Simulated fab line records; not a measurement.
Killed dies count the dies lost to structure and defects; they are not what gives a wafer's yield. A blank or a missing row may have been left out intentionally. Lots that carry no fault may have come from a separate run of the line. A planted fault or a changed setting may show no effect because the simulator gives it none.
One fault through the eyes of 2 desks | flow n5_finfet | every desk sees just its own numbers, and what lay behind them comes last

== AT THE METROLOGY DESK ==
Means of the sampled wafers that have a number, per lot and without regard to the tool the lot ran on: this is what the gauges read. The brackets show how far a lot's mean lies from the usual mean; more than 4 standard deviations puts the lot out of limits, marked OUT. Only the readings that lie furthest out on some lot appear, 7 of the 10 it has.
Columns: A = DIBL_P at N5_BEOL_M4_RC_MEAS_101, usual 36.1 mV/V; B = IOFF_N at N5_BEOL_M4_RC_MEAS_101, usual 0.159 nA/um; C = IOFF_P at N5_BEOL_M4_RC_MEAS_101, usual 0.21 nA/um; D = ION_N at N5_BEOL_M4_RC_MEAS_101, usual 675 uA/um; E = ION_P at N5_BEOL_M4_RC_MEAS_101, usual 464 uA/um; F = SS_P at N5_BEOL_M4_RC_MEAS_101, usual 73.3 mV/dec; G = VT_N at N5_BEOL_M4_RC_MEAS_101, usual 249 mV
lot  | first seen here | A    | B     | C    | D   | E   | F    | G
L895 | day 7 14:54     | 36.8 | 0.137 | 0.20 | 661 | 460 | 73.1 | 252
L896 | day 8 06:20     | 35.3 | 0.152 | 0.19 | 667 | 455 | 72.8 | 251
L897 | day 8 08:42     | 35.0 | 0.146 | 0.21 | 680 | 468 | 73.1 | 252
L898 | day 8 09:32     | 36.0 | 0.149 | 0.22 | 664 | 460 | 73.2 | 251
L899 | day 9 00:53     | 35.6 | 0.153 | 0.20 | 679 | 467 | 72.8 | 249
L907 | day 11 05:47    | 34.2 | 0.127 | 0.16 | 666 | 454 | 72.6 | 254
L908 | day 11 08:49    | 35.9 | 0.134 | 0.20 | 663 | 465 | 73.6 | 253
L912 | day 12 05:31    | 37.4 | 0.162 | 0.19 | 671 | 458 | 73.6 | 251
L914 | day 12 12:51    | 38.9 | 0.185 | 0.23 | 673 | 463 | 74.5 | 249
L918 | day 14 09:27    | 36.4 | 0.176 | 0.23 | 683 | 470 | 73.1 | 246
Result from this desk: across the 10 lots, nothing is out of limits.

== THE DEFECT DESK ==
For each lot, the counts of the inspections along the route, averaged over the sampled wafers that have a number. The brackets show how far a lot's mean lies from the usual mean; more than 4 standard deviations puts the lot out of limits, marked OUT.
Columns: A = raw_defect_count at N5_SPACER0_INSPECT_04, usual 134
lot  | first seen here | A
L895 | day 3 06:54     | 97
L896 | day 3 08:12     | 153
L897 | day 3 13:14     | 142
L898 | day 3 20:18     | 113
L899 | day 4 04:36     | 110
L907 | day 6 07:33     | 144
L908 | day 6 09:18     | 116
L912 | day 7 10:26     | 157
L914 | day 7 23:25     | 180
L918 | day 8 18:25     | 167
Result from this desk: across the 10 lots, nothing is out of limits.

== PUT TOGETHER ==
The metrology desk saw nothing out of limits.
Nothing the defect desk looked at was out of limits.

== WHAT WAS PUT IN BY THE SIMULATOR ==
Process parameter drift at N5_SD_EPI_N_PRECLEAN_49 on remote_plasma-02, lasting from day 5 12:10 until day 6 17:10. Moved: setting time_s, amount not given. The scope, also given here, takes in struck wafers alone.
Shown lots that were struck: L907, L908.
